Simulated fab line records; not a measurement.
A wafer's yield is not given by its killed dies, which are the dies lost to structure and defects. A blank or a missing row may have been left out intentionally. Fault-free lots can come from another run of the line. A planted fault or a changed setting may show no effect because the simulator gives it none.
fab line records    flow n5-finfet
record: lots: 5  wafers: 15  last-day: 17
route steps=1938 shown BEOL_M0_CUTY@714 BEOL_M0@715 PASSIVATION@1936
lots with no fault: from the same line, run without faults
start-h: hours from the record's opening day to when the first of the lot's shown wafers began    wait-h: hours from the lot's prior step to this one    " as in the row above    L1.1+2: several wafers, shown together as one row    - no value, or no start given    * or withheld: withheld    < > ~ a bound
route shown NAME@n: a module of which the file shows steps, and the number in the route of the first    usual: mean and standard deviation over wafers with no fault    same: alike in all rows    chamber/n: place in a boat    sites: each site's reading    _std_site: how widely they spread, as a standard deviation    _edge_site: outer sites' mean less inner sites'    radius-mm: for every site, how far away it sits from the centre of the wafer    mask NAME#n: copy n    behind: the last tool/chamber to shape the wafer    hold: the reason the lot was held/the length of the hold in hours/how it ended    device: the n, p or np transistor that did not switch    end of line: the same wafers' tests at the end of the route    step lacking rows: just its recipe    killed: not the wafer's yield, but the dies lost to structure and defects at the first sort    map: dies across one wafer; x = killed, . = not, _ = none there
set.NAME: the setting that was run; set.NAME@STEP: the one run at that earlier step    model.NAME: the simulator's own value behind a step, which no gauge read
certain route steps with their lots: each step a table, each wafer a row
services: when a tool's chamber went out of use (start-h, in hours from the record's first day, below 0 if earlier), for how many hours, and the reason
== steps ==
step: N5_BEOL_M0_CUTY_STRIP_64
recipe: chemistry: N2/H2  temp-c: 40  n2-flow-sccm: 200  h2-flow-sccm: 200  rf-frequency-hz: 6e+07
step: N5_BEOL_M0_ETCH_138
recipe: chemistry: CH3F/O2  target-depth-a: 120  target: SiCN  time-s: 31.6  ion-energy-ev: 120  pressure-mtorr: 30  source-w: 395  bias-w: 75  Ar_flow_sccm: 150  CH3F_flow_sccm: 30  O2_flow_sccm: 20  ends: cleared
step: N5_BEOL_M0_HM_OPEN_105
recipe: chemistry: Cl2/BCl3  target-depth-a: 120  target: TiN  ion-energy-ev: 150  pressure-mtorr: 10  icp-w: 1000  bias-w: 126  Cl2_flow_sccm: 53.25  bcl3-flow-sccm: 21.75  Ar_flow_sccm: 25
step: N5_BEOL_M0_STRIP_140
recipe: chemistry: CF4  resist: SiARC  power-w: 300  bias-power-w: 75  pressure-mtorr: 50  cf4-flow-sccm: 150  rf-frequency-hz: 6e+07
step: N5_BEOL_M0_STRIP_104
recipe: chemistry: N2/H2  power-w: 450  temp-c: 40  pressure-mtorr: 20  rf-frequency-hz: 6e+07  overash-fraction: 0.3  bias-power-w: 7  h2-frac: 0.5  n2-flow-sccm: 200  h2-flow-sccm: 200
step: N5_BEOL_M0_WET_ETCH_106
recipe: chemistry: DHF  dilution: 10:1  temp-c: 25  target: SiO2  target-depth-a: 1300  dry: ipa-marangoni  rinse-time-s: 30  rinse-temp-c: 23
step: N5_BEOL_M0_ETCH_128
recipe: chemistry: CF4/N2  target-depth-a: 120  overetch-a: 51  target: SiCN  time-s: 21.4  ion-energy-ev: 150  pressure-mtorr: 40  source-w: 430  bias-w: 70  Ar_flow_sccm: 100  cf4-flow-sccm: 60  n2-flow-sccm: 60
step: N5_BEOL_M0_TRENCH_ETCH_107
recipe: chemistry: C4F6/O2  target-depth-a: 328  target: SiOC  time-s: 16.4  ion-energy-ev: 250  pressure-mtorr: 30  source-w: 355  bias-w: 185  Ar_flow_sccm: 300  C4F6_flow_sccm: 10  O2_flow_sccm: 10
step: N5_BEOL_M0_STRIP_142
recipe: chemistry: N2/H2  time-s: 10  power-w: 450  temp-c: 40  pressure-mtorr: 20  rf-frequency-hz: 6e+07  bias-power-w: 7  n2-flow-sccm: 200  h2-flow-sccm: 200
step: N5_BEOL_M0_HM_STRIP_129
recipe: chemistry: peroxide-tin-strip  material: TiN  target-depth-a: 170  temp-c: 50  time-s: 108
step: N5_BEOL_M0_SRD_130
recipe: time-s: 30  temp-c: 23  rinse-liquid: diw  dry: ipa-marangoni
step: N5_BEOL_M0_ETCH_109
recipe: chemistry: CH3F/O2  target-depth-a: 80  overetch-a: 24  target: SiCN  time-s: 27.4  ion-energy-ev: 120  pressure-mtorr: 30  source-w: 395  bias-w: 75  Ar_flow_sccm: 150  CH3F_flow_sccm: 30  O2_flow_sccm: 20
usual: chamber-pressure-mTorr: 29.997/0.027  drypump-motor-current-A: 5.6/0.48  oes-product-au: 0.67/0.072  rf-vpp-V: 297.9/1.7  showerhead-plenum-p-Torr: 2.02/0.076  throttle-valve-pct: 16.31/0.27
lot.wafer  tool         chamber  start-h  wait-h  chamber-pressure-mTorr  drypump-motor-current-A  oes-product-au  rf-hours-counter-h  rf-vpp-V  showerhead-plenum-p-Torr  throttle-valve-pct  model.etch.depth-nm
L560.2     rie-diel-05  0        140.77   1.9     30.043                  6.4                      0.61            155                 294.2     1.92                      16.33               7.323
L560.4     "            1        "        "       30.040                  5.1                      0.57            237                 299.1     2.07                      16.75               7.514
L560.5     "            3        "        "       30.015                  5.6                      0.57            -                   298.3     2.05                      16.59               7.273
L561.1     rie-diel-05  3        144.46   0.0     29.983                  5.5                      0.57            212                 299.4     2.05                      16.61               7.283
L561.2     "            1        "        "       29.944                  5.1                      0.58            238                 299.4     2.07                      16.76               7.533
L561.5     "            1        "        "       29.972                  5.1                      0.57            -                   298.4     2.07                      16.77               7.564
L564.3     rie-diel-05  3        161.36   0.0     30.062                  5.6                      0.57            217                 298.9     2.04                      16.62               7.368
L564.4     "            1        "        "       30.019                  5.2                      0.58            243                 297.8     2.07                      16.76               7.537
L564.6     "            1        "        "       29.988                  5.2                      0.57            -                   297.1     2.07                      16.76               7.528
L570.2     rie-diel-04  3        228.23   0.4     29.942                  5.8                      0.63            173                 294.2     1.91                      16.54               7.647
L570.3     "            0        "        "       29.991                  4.8                      0.68            95                  298.2     2.02                      16.11               7.753
L570.5     "            0        "        "       29.982                  4.7                      0.68            -                   298.8     2.02                      16.11               7.756
L573.1     rie-diel-05  0        253.72   0.5     29.986                  6.4                      0.61            196                 296.1     1.91                      16.40               7.754
L573.5     "            1        "        "       30.012                  5.1                      0.76            -                   297.8     2.06                      16.37               8.016
L573.6     "            0        "        "       29.982                  6.4                      0.61            -                   295.8     1.91                      16.38               7.927
step: N5_BEOL_M0_STRIP_139
recipe: chemistry: post-etch-residue-remover  time-s: 60  temp-c: 25  remover-ph: withheld  remover-water-wt-pct: withheld  remover-fluoride-wt-pct: withheld
lot.wafer  tool          chamber  start-h  wait-h  model.SiOC_of_BEOL_M0_SAQP_ILD_DEP_01.thk-nm
L560.2+5   wet-bench-01  2,5      140.87   0.1     42.8
L560.4     "             0        "        "       43.2
L561.1     wet-bench-02  2        144.56   0.1     43.6
L561.2     "             1        "        "       43.2
L561.5     "             3        "        "       44
L564.3+4   wet-bench-01  0,6      161.46   0.1     44.4
L564.6     "             2        "        "       44.2
L570.2+3   wet-bench-03  4,5      228.33   0.1     42.4
L570.5     "             3        "        "       43.6
L573.1+6   wet-bench-01  2,4      253.82   0.1     43.2
L573.5     "             5        "        "       43
step: N5_BEOL_M0_SRD_111
recipe: time-s: 30  temp-c: 23  rinse-liquid: diw  dry: ipa-marangoni
step: N5_BEOL_M0_DEGAS_112
recipe: ambient: vacuum  temp-c: 250  time-s: 60
step: N5_BEOL_M0_PRE_CLEAN_113
recipe: gas: H2/He  time-s: 30  temp-c: 250
step: N5_BEOL_M0_ALD_136
recipe: material: TaN  target-thk-a: *  temp-c: 275  ald-precursor-family: PDMAT  ald-co-reactant: NH3  pressure-torr: 3  carrier-flow-sccm: 1500  pulse-time-s: 2  purge-time-s: 3  co-reactant-purge-time-s: 2  co-reactant-pulse-time-s: 3  ald-cycles: 30  precursor-vessel-temp-c: 75  precursor-vessel-pressure-torr: 26.25  precursor-vessel-carrier-sccm: 1000
step: N5_BEOL_M0_SURFACE_TREAT_137
recipe: gas: Ar  time-s: *  ion-energy-ev: *  ion-current-ma-cm2: 0.5  pressure-mtorr: *  ar-flow-sccm: 30
step: N5_BEOL_M0_CVD_115
recipe: material: Co  target-thk-a: *  temp-c: withheld  precursor: CCTBA/H2  pressure-torr: 30  time-s: 120
step: N5_BEOL_M0_SPUTTER_116
recipe: material: Cu  target-thk-a: 40  temp-c: -20  chamber-pressure-pa: 0.07  power-w: withheld  time-s: 7.37
step: N5_BEOL_M0_ANNEAL_117
recipe: temp-c: 400  time-s: 60  ambient: vacuum
step: N5_BEOL_M0_SPUTTER_132
recipe: material: Cu  target-thk-a: 40  temp-c: -20  chamber-pressure-pa: 0.07  power-w: withheld  time-s: 7.37
step: N5_BEOL_M0_ANNEAL_133
recipe: temp-c: 400  time-s: 60  ambient: vacuum
step: N5_BEOL_M0_SPUTTER_134
recipe: material: Cu  target-thk-a: 40  temp-c: -20  chamber-pressure-pa: 0.07  power-w: withheld  time-s: 7.37
step: N5_BEOL_M0_ANNEAL_135
recipe: temp-c: 400  time-s: 60  ambient: vacuum
step: N5_BEOL_M0_SPUTTER_141
recipe: material: Cu  target-thk-a: 40  temp-c: -20  chamber-pressure-pa: 0.07  power-w: withheld  time-s: 7.37
step: N5_BEOL_M0_ECD_118
recipe: material: Cu  target-thk-a: 3000
step: N5_BEOL_M0_ANNEAL_119
recipe: temp-c: 225  time-s: 90  ambient: N2
step: N5_BEOL_M0_CMP_120
recipe: stop-on: SiOC  t-overpolish-s: 6.9  down-force-psi: 1  platen-rpm: 50  clearing-platen-down-force-psi: 1.5  clearing-platen-rpm: 50  post-cmp-clean: cu-alkaline  clearing-platen-pad-velocity-m-s: 0.99484  pad-velocity-m-s: 0.99484
usual: barrier-field-endpoint-s: 3.61/0.11  motor-current-A: 6.2/0.61  overpolish-run-s: 6.900/0.0097  slurry-filter-dp-kPa: 13.50/0.14  time-to-endpoint-s: 61.3/2.6
same: t-overpolish-s: 6.9
lot.wafer  tool    chamber  start-h  wait-h  barrier-field-endpoint-s  motor-current-A  overpolish-run-s  slurry-filter-dp-kPa  time-to-endpoint-s  model.SiOC_of_BEOL_M0_SAQP_ILD_DEP_01.thk-nm
L560.4     cmp-04  0        143.54   0.1     3.51                      5.4              6.888             13.48                 57.3                40.2
L560.2     "       1        "        "       3.49                      6.4              6.890             13.53                 59.7                39.8
L560.5     "       0        "        "       3.58                      5.9              6.925             13.47                 61.4                39.8
L561.1     cmp-01  0        147.97   0.3     3.68                      4.8              6.914             13.65                 64.4                40.6
L561.2     "       1        "        "       3.82                      5.9              6.910             13.42                 63.0                40.2
L561.5     "       0        "        "       3.70                      5.0              6.910             13.39                 61.4                41
L564.3     cmp-03  0        165.72   0.2     3.70                      5.8              6.915             13.36                 60.8                41.4
L564.4     "       3        "        "       3.61                      5.7              6.894             13.46                 62.6                41.4
L564.6     "       1        "        "       3.65                      7.1              6.898             13.36                 59.0                41.2
L570.3     cmp-04  0        231.58   1.7     3.87                      5.9              6.912             13.36                 58.4                39.4
L570.2     "       1        "        "       3.66                      6.8              6.890             13.31                 61.5                39.4
L570.5     "       2        "        "       3.66                      6.9              6.910             13.48                 60.7                40.6
L573.1     cmp-03  0        256.88   0.3     3.57                      6.2              6.888             13.26                 60.5                40.2
L573.5     "       0        "        "       3.73                      6.2              6.912             13.40                 64.0                40
L573.6     "       1        "        "       3.72                      7.0              6.897             13.96                 62.8                40.2
step: N5_BEOL_M0_PRE_CLEAN_131
recipe: gas: NH3/H2  time-s: 15  temp-c: *  rf-power-w: 300
step: N5_BEOL_M0_CO_CAP_123
recipe: material: Co  target-thk-a: 20  temp-c: 200  precursor: CCTBA/H2  pressure-torr: 30  time-s: 102.1
step: N5_BEOL_M0_PRE_CLEAN_124
recipe: gas: NH3  time-s: 15  temp-c: withheld  rf-power-w: 300
step: N5_BEOL_M0_DEP_125
recipe: material: SiCN  target-thk-a: 80  temp-c: withheld  precursor: 3MS/NH3  pressure-torr: 3  rf-w: 202  time-s: 14
step: N5_PASSIVATION_PROBE_49
usual: defect-limited-yield: 91.0/1.6  killed_at_M0_to_M3: 35/11  killed_at_M4_up: 14/5.3  killed-at-contacts: 13/6.7  killed-at-front-end: 41/12  killed-at-other: 3.9/2.7  killed-dies: 106/19  killed-on-rim: 14/4  killed-open: 70/14  killed-short: 35/8.8  sort_bin_5_function: 5.3/1  sort_bin_6_memory: 3.3/0.81  sort-n-pass: 1073/19  sort-yield-pct: 91.0/1.6
same: gross-dies: 1180  killed-at-back-side: 0  sort_bin_4_leakage[%]: 0  sort_bin_8_speed[%]: 0
lot.wafer  tool       chamber  start-h  wait-h  defect-limited-yield[%]  killed_at_M0_to_M3  killed_at_M4_up  killed-at-contacts  killed-at-front-end  killed-at-other  killed-dies  killed-on-rim  killed-open  killed-short  sort_bin_5_function[%]  sort_bin_6_memory[%]  sort-n-pass  sort-yield-pct[%]
L560.2     prober-01  -        319.08   0.1     0                        1128                23               11                  17                   1                1180         152            47           23            97.5                    2.2                   0            0
L560.4     prober-01  -        319.18   0.2     1.4                      1095                20               13                  34                   2                1164         150            58           38            95.1                    3.4                   16           1.4
L560.5     prober-01  -        319.23   0.2     0                        1132                14               10                  20                   4                1180         152            39           21            97.6                    2.2                   0            0
L561.1     prober-02  -        319.65   0.0     0.4                      1123                9                15                  27                   1                1175         152            65           33            96.4                    3.0                   5            0.4
L561.2     prober-02  -        319.70   0.1     8.1                      1042                12               9                   21                   1                1085         134            60           34            89.2                    2.4                   95           8.1
L561.5     prober-02  -        319.85   0.2     0.3                      1118                10               11                  34                   3                1176         150            55           26            96.0                    2.9                   4            0.3
L564.3     prober-02  -        325.93   0.1     1.5                      1080                16               12                  46                   8                1162         152            60           64            94.1                    3.9                   18           1.5
L564.4     prober-02  -        325.98   0.2     0.8                      1088                17               16                  43                   6                1170         152            74           39            95.6                    3.2                   10           0.8
L564.6     prober-02  -        326.08   0.3     0.7                      1084                11               10                  64                   3                1172         150            72           39            95.7                    3.1                   8            0.7
L570.2     prober-02  -        370.69   0.1     91.5                     32                  12               11                  40                   5                100          11             64           36            4.7                     3.4                   1080         91.5
L570.3     prober-02  -        370.74   0.1     91.6                     40                  2                6                   44                   7                99           14             55           44            4.7                     3.2                   1081         91.6
L570.5     prober-02  -        370.84   0.2     92.5                     20                  12               10                  45                   1                88           15             55           33            4.4                     2.9                   1092         92.5
L573.1     prober-02  -        408.95   0.0     88.2                     29                  30               20                  54                   6                139          15             102          34            6.7                     4.5                   1041         88.2
L573.5     prober-02  -        409.15   0.2     87.8                     27                  13               17                  83                   4                144          18             102          42            6.9                     4.7                   1036         87.8
L573.6     prober-02  -        409.20   0.3     89.8                     39                  10               16                  48                   7                120          17             79           41            6.0                     3.7                   1060         89.8
killed by level:class
L560.2 BEOL_M0:area-etch=1109 BEOL_M4:geometric-particle:open=10 MOL_CONTACT_COAG:geometric-particle:open=6 BEOL_M0_SAQP:geometric-particle:open=6 MOL_CONTACT_COAG:geometric-particle:short=5 BEOL_M0_SAQP:geometric-particle:short=5 FIN_SAQP:geometric-particle:open=4 BEOL_M1:geometric-particle:open=4
L560.4 BEOL_M0:area-etch=1064 BEOL_M0_SAQP:geometric-particle:open=11 MOL_CONTACT_COAG:geometric-particle:open=9 BEOL_M4:geometric-particle:open=8 STI_FIN_REVEAL:geometric-particle:open=7 FIN_SAQP:geometric-particle:short=6 BEOL_M2:geometric-particle:open=6 MOL_CONTACT_COAG:geometric-particle:short=4
L560.5 BEOL_M0:area-etch=1116 MOL_CONTACT_COAG:geometric-particle:open=6 BEOL_M4:geometric-particle:open=6 BEOL_M0_SAQP:geometric-particle:short=5 GATE_CUT:geometric-particle:open=4 MOL_CONTACT_COAG:geometric-particle:short=4 BEOL_M3:geometric-particle:open=4 FIN_SAQP:geometric-particle:short=2
L561.1 BEOL_M0:area-etch=1074 BEOL_M3:geometric-particle:open=16 MOL_CONTACT_COAG:geometric-particle:open=12 BEOL_M0_SAQP:geometric-particle:short=8 FIN_SAQP:geometric-particle:open=7 BEOL_M1:geometric-particle:open=7 FIN_SAQP:geometric-particle:short=5 BEOL_M0_SAQP:geometric-particle:open=5
L561.2 BEOL_M0:area-etch=991 BEOL_M1:geometric-particle:short=12 BEOL_M0_SAQP:geometric-particle:open=8 BEOL_M3:geometric-particle:open=8 MOL_CONTACT_COAG:geometric-particle:open=7 BEOL_M0:geometric-particle:open=7 FIN_SAQP:geometric-particle:open=5 BEOL_M2:geometric-particle:open=5
L561.5 BEOL_M0:area-etch=1093 MOL_CONTACT_COAG:geometric-particle:open=10 BEOL_M1:geometric-particle:open=9 FIN_SAQP:geometric-particle:open=8 BEOL_M0_SAQP:geometric-particle:short=6 BEOL_M4:geometric-particle:open=5 STI_FIN_REVEAL:geometric-particle:open=4 FIN_SAQP:geometric-particle:short=3
L564.3 BEOL_M0:area-etch=1037 FIN_SAQP:geometric-particle:short=18 BEOL_M0_SAQP:geometric-particle:short=18 FIN_SAQP:geometric-particle:open=11 MOL_CONTACT_COAG:geometric-particle:open=9 BEOL_M0_SAQP:geometric-particle:open=9 BEOL_M3:geometric-particle:open=8 BEOL_M1:geometric-particle:short=5
L564.4 BEOL_M0:area-etch=1054 FIN_SAQP:geometric-particle:open=16 MOL_CONTACT_COAG:geometric-particle:open=13 BEOL_M0_SAQP:geometric-particle:open=11 BEOL_M0_SAQP:geometric-particle:short=10 BEOL_M4:geometric-particle:open=7 FIN_SAQP:geometric-particle:short=6 BEOL_M1:geometric-particle:open=5
L564.6 BEOL_M0:area-etch=1058 FIN_SAQP:geometric-particle:open=16 STI_FIN_REVEAL:geometric-particle:open=11 FIN_SAQP:geometric-particle:short=8 GATE_CUT:geometric-particle:short=8 MOL_CONTACT_COAG:geometric-particle:open=7 BEOL_M1:geometric-particle:open=7 GATE_CUT:geometric-particle:open=5
L570.2 BEOL_M3:geometric-particle:open=14 FIN_SAQP:geometric-particle:short=13 MOL_CONTACT_COAG:geometric-particle:open=11 STI_FIN_REVEAL:geometric-particle:open=6 BEOL_M0_SAQP:geometric-particle:short=6 BEOL_M1:geometric-particle:open=6 FIN_SAQP:geometric-particle:open=5 BEOL_M4:geometric-particle:open=5
L570.3 BEOL_M0_SAQP:geometric-particle:short=15 BEOL_M0_SAQP:geometric-particle:open=11 FIN_SAQP:geometric-particle:open=7 STI_FIN_REVEAL:geometric-particle:open=7 GATE_CUT:geometric-particle:open=6 FIN_SAQP:geometric-particle:short=5 GATE_CUT:geometric-particle:short=5 BEOL_M2:geometric-particle:open=5
L570.5 STI_FIN_REVEAL:geometric-particle:open=14 MOL_CONTACT_COAG:geometric-particle:open=9 FIN_SAQP:geometric-particle:short=7 STI_FIN_REVEAL:geometric-particle:short=7 BEOL_M8:geometric-particle:open=6 GATE_CUT:geometric-particle:short=5 BEOL_M1:geometric-particle:open=5 FIN_SAQP:geometric-particle:open=4
L573.1 BEOL_M4:geometric-particle:open=19 MOL_CONTACT_COAG:geometric-particle:open=17 STI_FIN_REVEAL:geometric-particle:open=12 BEOL_M0_SAQP:geometric-particle:open=12 FIN_SAQP:geometric-particle:short=11 DUMMY_GATE:geometric-particle:open=10 FIN_SAQP:geometric-particle:open=8 STI_FIN_REVEAL:geometric-particle:short=7
L573.5 STI_FIN_REVEAL:geometric-particle:open=37 FIN_SAQP:geometric-particle:short=14 MOL_CONTACT_COAG:geometric-particle:open=14 FIN_SAQP:geometric-particle:open=11 BEOL_M3:geometric-particle:open=8 BEOL_M0_SAQP:geometric-particle:short=6 DUMMY_GATE:geometric-particle:open=5 BEOL_M4:geometric-particle:open=4
L573.6 FIN_SAQP:geometric-particle:open=14 MOL_CONTACT_COAG:geometric-particle:open=14 BEOL_M0_SAQP:geometric-particle:short=11 BEOL_M0_SAQP:geometric-particle:open=10 FIN_SAQP:geometric-particle:short=8 BEOL_M1:geometric-particle:open=7 STI_FIN_REVEAL:geometric-particle:open=6 DUMMY_GATE:geometric-particle:open=6
map L560.2 (x killed, . not)
_________________xxxxxxxxxxxx________________
______________xxxxxxxxxxxxxxxxxx_____________
___________xxxxxxxxxxxxxxxxxxxxxxxx__________
__________xxxxxxxxxxxxxxxxxxxxxxxxxx_________
________xxxxxxxxxxxxxxxxxxxxxxxxxxxxxx_______
_______xxxxxxxxxxxxxxxxxxxxxxxxxxxxxxxx______
______xxxxxxxxxxxxxxxxxxxxxxxxxxxxxxxxxx_____
_____xxxxxxxxxxxxxxxxxxxxxxxxxxxxxxxxxxxx____
____xxxxxxxxxxxxxxxxxxxxxxxxxxxxxxxxxxxxxx___
___xxxxxxxxxxxxxxxxxxxxxxxxxxxxxxxxxxxxxxxx__
___xxxxxxxxxxxxxxxxxxxxxxxxxxxxxxxxxxxxxxxx__
__xxxxxxxxxxxxxxxxxxxxxxxxxxxxxxxxxxxxxxxxxx_
__xxxxxxxxxxxxxxxxxxxxxxxxxxxxxxxxxxxxxxxxxx_
_xxxxxxxxxxxxxxxxxxxxxxxxxxxxxxxxxxxxxxxxxxxx
_xxxxxxxxxxxxxxxxxxxxxxxxxxxxxxxxxxxxxxxxxxxx
_xxxxxxxxxxxxxxxxxxxxxxxxxxxxxxxxxxxxxxxxxxxx
_xxxxxxxxxxxxxxxxxxxxxxxxxxxxxxxxxxxxxxxxxxxx
_xxxxxxxxxxxxxxxxxxxxxxxxxxxxxxxxxxxxxxxxxxxx
_xxxxxxxxxxxxxxxxxxxxxxxxxxxxxxxxxxxxxxxxxxxx
_xxxxxxxxxxxxxxxxxxxxxxxxxxxxxxxxxxxxxxxxxxxx
_xxxxxxxxxxxxxxxxxxxxxxxxxxxxxxxxxxxxxxxxxxxx
__xxxxxxxxxxxxxxxxxxxxxxxxxxxxxxxxxxxxxxxxxx_
__xxxxxxxxxxxxxxxxxxxxxxxxxxxxxxxxxxxxxxxxxx_
___xxxxxxxxxxxxxxxxxxxxxxxxxxxxxxxxxxxxxxxx__
___xxxxxxxxxxxxxxxxxxxxxxxxxxxxxxxxxxxxxxxx__
____xxxxxxxxxxxxxxxxxxxxxxxxxxxxxxxxxxxxxx___
_____xxxxxxxxxxxxxxxxxxxxxxxxxxxxxxxxxxxx____
______xxxxxxxxxxxxxxxxxxxxxxxxxxxxxxxxxx_____
_______xxxxxxxxxxxxxxxxxxxxxxxxxxxxxxxx______
________xxxxxxxxxxxxxxxxxxxxxxxxxxxxxx_______
__________xxxxxxxxxxxxxxxxxxxxxxxxxx_________
___________xxxxxxxxxxxxxxxxxxxxxxxx__________
______________xxxxxxxxxxxxxxxxxx_____________
_________________xxxxxxxxxxxx________________
map L561.5 (x killed, . not)
_________________xxxxxxxxxxxx________________
______________xxxxxxxxxxxxxxxxxx_____________
___________xxxxxxxxxxxxxxxxxxxxxxxx__________
__________xxxxxxxxxxxxxxxxxxxxxxxxxx_________
________xxxxxxxxxxxxxxxxxxxxxxxxxxxxxx_______
_______xxxxxxxxxxxxxxxxxxxxxxxxxxxxxxxx______
______xxxxxxxxxxxxxxxxxxxxxxxxxxxxxxxxxx_____
_____xxxxxxxxxxxxxxxxxxxx.xxxxxxxxxxxxxxx____
____xxxxxxxxxxxxxxxxxxxxxxxxxxxxxxxxxxxxxx___
___xxxxxxxxxxxxxxxxxxxxxxxxxxxxxxxxxxxxxxxx__
___xxxxxxxxxxxxxxxxxxxxxxxxxxxxxxxxxxxxxxxx__
__xxxxxxxxxxxxxxxxxxxxxxxxxxxxxxxxxxxxxxxxxx_
__xxxxxxxxxxxxxxxxxxxxxxxxxxxxxxxxxxxxxxxxxx_
_xxxxxxxxxxxxxxxxxxxxxxxxxxxxxxxxxxxxxxxxxxxx
_xxxxxxxxxxxxxxxxxxxxxxxxxxxxxxxxxxxxxxxxxxxx
_xxxxxxxxxxxxxxxxxxxxxxxxxxxxxxxxxxxxxxxxxxxx
_xxxxxxxxxxxxxxxxxxxxxxxxxxxxxxxxxxxxxxxxxxxx
_xxxxxxxxxxxxxxxxxxxxxxxxxxxxxxxxxxxxxxxxxxxx
_xxxxxxxxxxxxxxxxxxxxxxxxxxxxxxxxxxxxxxxxxxxx
_xxxxxxxxxxxxxxxxxxxxxxxxxxxxxxxxxxxxxxxxxxxx
_xxxxxxxxxxxxxxxxxxxxxxxxxxxxxxxxxxxxxxxxxxxx
__xxxxxxxxxxxxxxxxxxxxxxxxxxxxxxxxxxxxxxxxxx_
__xxxxxxxxxxxxxxxxxxxxxxxxxxxxx.xxxxxxxxxxxx_
___xxxxxxxxxxxxxxxxxxxxxxxxxxxxxxxxxxxxxxxx__
___xxxxxxxxxxxxxxxxxxxxxxxxxxxxxxxxxxxxxxxx__
____xxxxxxxxxxxxxxxxxxxxxxxxxxxxxxxxxxxxxx___
_____xxxxxxxxxxxxxxxxxxxxxxxxxxxxxxxxxxxx____
______xxxxxxxxxxxxxxxxxxxxxxxxxxxxxxxxxx_____
_______xxxxxxxxxxxxxxxxxxxxxxxxxxxxxxxx______
________xxxxxxxxxxxxxxxxxxxxxxxxxxxx.._______
__________xxxxxxxxxxxxxxxxxxxxxxxxxx_________
___________xxxxxxxxxxxxxxxxxxxxxxxx__________
______________xxxxxxxxxxxxxxxxxx_____________
_________________xxxxxxxxxxxx________________
== services ==
tool          chamber  start-h  hours  kind
cmp-01        -        117.11   0.3    repair
cmp-04        -        121.77   4.0    pm
cmp-01        -        133.97   1.9    repair
cmp-03        -        143.80   6.4    pm
rie-diel-05   0        147.50   7.9    repair
cmp-04        -        152.37   1.0    repair
cmp-03        -        153.79   1.2    repair
rie-diel-04   2        158.73   9.8    repair
cmp-01        -        170.58   1.5    repair
rie-diel-05   1        182.10   -      clean
rie-diel-05   1        182.10   -      consumable-replace:focus-ring
rie-diel-05   1        182.10   14.4   scheduled-down
rie-diel-05   1        182.10   14.4   vent-cycle
rie-diel-05   2        186.93   18.4   repair
cmp-03        -        201.22   11.4   pm
rie-diel-04   2        221.50   5.6    repair
cmp-03        -        224.16   0.9    repair
wet-bench-02  -        224.31   1.4    repair
rie-diel-04   2        227.60   7.5    repair
cmp-01        -        229.23   4.0    pm
cmp-01        -        235.47   5.8    pm
cmp-01        -        243.11   1.0    repair
rie-diel-04   -        246.59   4.3    pm
cmp-01        -        250.04   14.9   pm
== key ==
first-sign: step: N5_PASSIVATION_PROBE_49  reading: killed_at_M0_to_M3  direction: up  sigmas: 93  usual: 35  struck: 1099
effect: step: N5_PASSIVATION_PROBE_49  reading: sort_bin_5_function  direction: up  sigmas: 90  usual: 5.3  struck: 95.3
model-effect: step: N5_BEOL_M0_ETCH_109  value: etch.depth-nm  without: 7.956  struck: 7.436
model-effect: step: N5_BEOL_M0_STRIP_139  value: SiOC_of_BEOL_M0_SAQP_ILD_DEP_01.thk-nm  without: 42.76  struck: 43.62
model-effect: step: N5_BEOL_M0_CMP_120  value: SiOC_of_BEOL_M0_SAQP_ILD_DEP_01.thk-nm  without: 39.76  struck: 40.62
more-kills-born-at: N5_BEOL_M0_ETCH_109@rie-diel-05: 9596
met-at N5_BEOL_M0_ETCH_109
struck-wafers L560.2,L560.4,L560.5,L561.1,L561.2,L561.5,L564.3,L564.4,L564.6
later-rows-left-out L560.2,L560.4,L560.5,L561.1,L561.2,L561.5,L564.3,L564.4,L564.6
fault: kind: process-parameter-drift  tool: rie-diel-05  chamber: -  onset-h: 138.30  steps: N5_BEOL_M0_ETCH_109  channel: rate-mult  offset: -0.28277  shape: step  end-h: 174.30
later-rows-left-out: the simulator's readings of these wafers behind a module that went badly wrong aren't trusted and aren't shown, but for the sort
